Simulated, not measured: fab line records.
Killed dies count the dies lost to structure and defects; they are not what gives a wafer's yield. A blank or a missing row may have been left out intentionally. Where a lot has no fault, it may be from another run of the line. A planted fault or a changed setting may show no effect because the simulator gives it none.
Which tool was responsible? / flow n5 finfet / 11 lots with 33 wafers sampled at 2 steps, on a route of 1938 steps

WHAT EACH GAUGE READ, for each wafer
N5_BEOL_M6_THK_MEAS_01.
lot=L263; measured=day 10 22:09; on=film metro-02; M6_ILD_THK (nm)=151.8 156.3 155.2
lot=L265; measured=day 11 15:31; on=film metro-02; M6_ILD_THK (nm)=154.1 155.0 154.6
lot=L267; measured=day 11 20:14; on=film metro-02; M6_ILD_THK (nm)=154.2 153.5 155.9
lot=L270; measured=day 13 14:07; on=film metro-01; M6_ILD_THK (nm)=149.4 152.1 151.9
lot=L272; measured=day 13 23:27; on=film metro-02; M6_ILD_THK (nm)=153.7 154.3 159.6
lot=L274; measured=day 13 23:53; on=film metro-01; M6_ILD_THK (nm)=151.7 153.7 154.7
lot=L273; measured=day 14 05:31; on=film metro-02; M6_ILD_THK (nm)=153.5 152.0 153.7
lot=L275; measured=day 14 08:38; on=film metro-01; M6_ILD_THK (nm)=155.3 154.4 158.2
lot=L278; measured=day 14 15:41; on=film metro-02; M6_ILD_THK (nm)=152.0 156.8 153.9
lot=L277; measured=day 15 04:02; on=film metro-02; M6_ILD_THK (nm)=153.9 157.6 157.2
lot=L283; measured=day 16 16:16; on=film metro-01; M6_ILD_THK (nm)=153.1 155.2 156.8

TOOL THAT RAN EACH LOT (tool first, then ch and the chambers of the sampled wafers, then the start)
lot=L263; N5_BEOL_M5_SPUTTER_81=pvd sputter-03, day 10 16:42
lot=L265; N5_BEOL_M5_SPUTTER_81=pvd sputter-02, day 11 07:56
lot=L267; N5_BEOL_M5_SPUTTER_81=pvd sputter-03, day 11 15:17
lot=L270; N5_BEOL_M5_SPUTTER_81=pvd sputter-03, day 13 08:49
lot=L272; N5_BEOL_M5_SPUTTER_81=pvd sputter-01, day 13 17:58
lot=L274; N5_BEOL_M5_SPUTTER_81=pvd sputter-02, day 13 18:55
lot=L273; N5_BEOL_M5_SPUTTER_81=pvd sputter-02, day 14 00:05
lot=L275; N5_BEOL_M5_SPUTTER_81=pvd sputter-01, day 14 02:26
lot=L278; N5_BEOL_M5_SPUTTER_81=pvd sputter-01, day 14 10:44
lot=L277; N5_BEOL_M5_SPUTTER_81=pvd sputter-02, day 14 21:53
lot=L283; N5_BEOL_M5_SPUTTER_81=pvd sputter-02, day 16 11:14
- N5_BEOL_M5_SPUTTER_81: material Cu, target thk 15 nm, time 27.62 s.

AS READ BY THE TOOLS THEMSELVES (means over the sampled wafers that have a number; for cases with no such wafer, the mark the record gives instead)
N5_BEOL_M5_SPUTTER_81.
lot=L263; tool=pvd sputter-03; throttle valve pct (%)=30.3
lot=L265; tool=pvd sputter-02; throttle valve pct (%)=29.6
lot=L267; tool=pvd sputter-03; throttle valve pct (%)=29.3
lot=L270; tool=pvd sputter-03; throttle valve pct (%)=30.5
lot=L272; tool=pvd sputter-01; throttle valve pct (%)=29.4
lot=L274; tool=pvd sputter-02; throttle valve pct (%)=29.9
lot=L273; tool=pvd sputter-02; throttle valve pct (%)=29.5
lot=L275; tool=pvd sputter-01; throttle valve pct (%)=29.8
lot=L278; tool=pvd sputter-01; throttle valve pct (%)=29.6
lot=L277; tool=pvd sputter-02; throttle valve pct (%)=29.9
lot=L283; tool=pvd sputter-02; throttle valve pct (%)=29.6

THE ANSWER, worked out from the rows above alone
Rule: what is usual is taken from the lots themselves. The widest of any qualifying gaps counts: lots, ordered by their means at a reading, are off when they make up no more than a third of the lots, leave a main group of 4 or more, and stand apart from it by 3 or more times the standard deviation of that group's means. A main group is skipped when, at the precision printed for the reading in the tables above, its means are all equal. A lot without any number at a reading at which 4 lots or more have one is off too. Any other lot the step has rows for is counted as sound. The gauges are gone through in route order, then the tools' own readings, and for those a lot's mean is taken as printed above. At the first step where some lot is off, the reading lying furthest off is the one used; lots without a number count as furthest.
Across all readings shown, no lot is off: no conclusion can be drawn from this.

WHAT THE SIMULATOR PUT IN
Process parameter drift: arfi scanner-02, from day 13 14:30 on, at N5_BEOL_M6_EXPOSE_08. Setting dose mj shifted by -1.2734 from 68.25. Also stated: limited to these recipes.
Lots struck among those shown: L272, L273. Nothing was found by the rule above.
